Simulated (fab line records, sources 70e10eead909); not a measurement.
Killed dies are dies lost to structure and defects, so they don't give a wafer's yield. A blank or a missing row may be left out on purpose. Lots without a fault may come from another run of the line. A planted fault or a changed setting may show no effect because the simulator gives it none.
A struck lot beside a sound one | flow nand_harc | 25 steps out of a route of 1302
Sound: wafers L194.2, L194.4, L194.6. Struck: wafer L213.5. (L213.2, L213.3 of the same lot were not struck and are left out.) The cause comes at the end.
At each step with rows: each side's tool, then ch and its chambers, then its first start. Under that, the readings that differ: sound wafers | struck wafers | difference of the means | sigmas: that difference in standard deviations of wafers without a fault.
alike: readings whose means differ by less than 2 such deviations, and words and numbers that are the same on both sides. not compared: withheld readings, readings that some wafer has no value for, bounds like >300 that may hide the same value, and numbers for which the record gives no deviation and whose values overlap.
The two part at a step that has a row with sigmas, a row that says differs or no value, or rows on one side only. Numbers that don't overlap but have no deviation are shown without sigmas and don't part them. A reading that every wafer of one side lacks parts them only if that side has two wafers or more.

NHARC_P_CONTACT_DEP_30: deposits SiNx, target thk 30 nm.
  sound on pecvd-03 ch 0,2, day 7 07:04; struck on pecvd-04 ch 0, day 14 23:02
  alike: heater_power_w
then, 1 step without rows for these wafers: NHARC_P_CONTACT_DEP_00 (deposits SiO2, target thk 500 nm).
NHARC_P_CONTACT_CMP_01: polishes SiO2, target thk 200 nm.
  sound on cmp-03 ch 0,3, day 7 07:48; struck on cmp-01 ch 1, day 15 00:40
  alike: motor_current_A
then, 8 steps without rows for these wafers: NHARC_P_CONTACT_SRD_03; NHARC_P_CONTACT_DEHYDRATE_04 (time 120 s); NHARC_P_CONTACT_HMDS_05 (time 30 s); NHARC_P_CONTACT_COAT_33 (time 75 s); NHARC_P_CONTACT_COAT_34 (time 65 s); NHARC_P_CONTACT_COAT_06 (resist thk 90 nm); NHARC_P_CONTACT_SOFTBAKE_07 (time 55 s); NHARC_P_CONTACT_EBR_08.
NHARC_P_CONTACT_EXPOSE_09: exposes mask P CA, target cd 90 nm.
  sound on arfi_scanner-01 ch 0, day 7 08:28; struck on arfi_scanner-01 ch 0, day 15 01:11
  alike: mask, reticle_temp_C
then, 2 steps without rows for these wafers: NHARC_P_CONTACT_PEB_10 (peb time 65 s); NHARC_P_CONTACT_DEVELOP_11 (develop time 35 s).
NHARC_P_CONTACT_CD_MEAS_12: target cd 90 nm.
  sound on cd_sem-01 ch 0, day 7 08:36; struck on cd_sem-02 ch 0, day 15 01:19
  reading    | sound          | struck | difference | sigmas
  cd_nm (nm) | 88.9 90.0 89.8 | 84.6   | -5.0       | -8
NHARC_P_CONTACT_OVL_MEAS_13:
  sound on overlay-01, day 7 08:41; struck on overlay-02, day 15 01:25
  reading           | sound          | struck | difference | sigmas
  overlay_y_nm (nm) | -0.9 -0.8 -1.6 | 0.7    | +1.8       | +2
  alike: overlay_x_nm
NHARC_P_CONTACT_INSPECT_14:
  sound on defect_inspect-01, day 7 08:44; struck on defect_inspect-01, day 15 01:26
  alike: raw_defect_count
NHARC_P_CONTACT_DESCUM_17: chemistry O2, time 3 s.
  sound on rie_diel-10 ch 0,2, day 7 08:47; struck on rie_diel-10 ch 1, day 15 01:31
  reading                     | sound                | struck | difference | sigmas
  drypump_motor_current_A (A) | 5.8 5.5 5.8          | 4.8    | -0.9       | -2
  throttle_valve_pct (%)      | 11.331 11.336 11.318 | 11.299 | -0.029     | -3
  model.P_CONTACT.cd_nm (nm)  | 89.63 89.77 90.34    | 84.9   | -5.0       |
  alike: oes_product_au, rf_vpp_V, showerhead_plenum_p_Torr
  not compared: rf_hours_counter_h
NHARC_P_CONTACT_ETCH_35: etches the open film in CF4, target depth 39 nm, time 65 s.
  sound on rie_diel-10 ch 2,3, day 7 08:52; struck on rie_diel-10 ch 2, day 15 01:35
  alike: drypump_motor_current_A, oes_product_au, rf_vpp_V, showerhead_plenum_p_Torr, throttle_valve_pct
  not compared: rf_hours_counter_h
NHARC_P_CONTACT_ETCH_36: etches the open film in N2/H2, target depth 260 nm, time 406.25 s.
  sound on rie_diel-10 ch 1,2,3; struck on rie_diel-10 ch 3
  reading             | sound             | struck | difference | sigmas
  n2_flow_sccm (sccm) | 148.9 148.9 149.8 | 150.9  | +1.7       | +4
  alike: drypump_motor_current_A, oes_product_au, rf_vpp_V, showerhead_plenum_p_Torr, throttle_valve_pct
  not compared: rf_hours_counter_h
NHARC_P_CONTACT_ETCH_18: etches the open film in C4F8/O2/Ar, target depth 481 nm, time 240.5 s.
  sound on rie_diel-10 ch 0,2; struck on rie_diel-10 ch 2
  alike: oes_product_au, rf_vpp_V
  not compared: rf_hours_counter_h
then, 1 step without rows for these wafers: NHARC_P_CONTACT_STRIP_37 (strips in C4F8/O2/Ar).
NHARC_P_CONTACT_ETCH_31: etches the open film in CH3F/O2, target depth 30 nm, time 85.7 s.
  sound on rie_diel-10 ch 0,1; struck on rie_diel-10 ch 2
  reading                    | sound             | struck | difference | sigmas
  model.P_CONTACT.cd_nm (nm) | 87.49 87.68 89.97 | 87.26  | -1.12      |
  alike: drypump_motor_current_A, oes_product_au, rf_vpp_V, showerhead_plenum_p_Torr, throttle_valve_pct
  not compared: rf_hours_counter_h
NHARC_P_CONTACT_CD_MEAS_19:
  sound on cd_sem-02, day 7 09:40; struck on cd_sem-02, day 15 02:23
  alike: cd_nm
-- the record jumps here: 19 days lie between the struck wafers' starts before and after (it left off in module P_CONTACT and takes up again in module END, whose first step shown is number 1302 of the route) --
NHARC_END_SORT_01:
  the record has rows for the struck wafers here (prober-02 ch 0, day 34 07:41) and none for the sound ones

WHERE THEY PART
First at NHARC_P_CONTACT_CD_MEAS_12; last, within this record, at NHARC_END_SORT_01.

WHY: what the simulator had put in
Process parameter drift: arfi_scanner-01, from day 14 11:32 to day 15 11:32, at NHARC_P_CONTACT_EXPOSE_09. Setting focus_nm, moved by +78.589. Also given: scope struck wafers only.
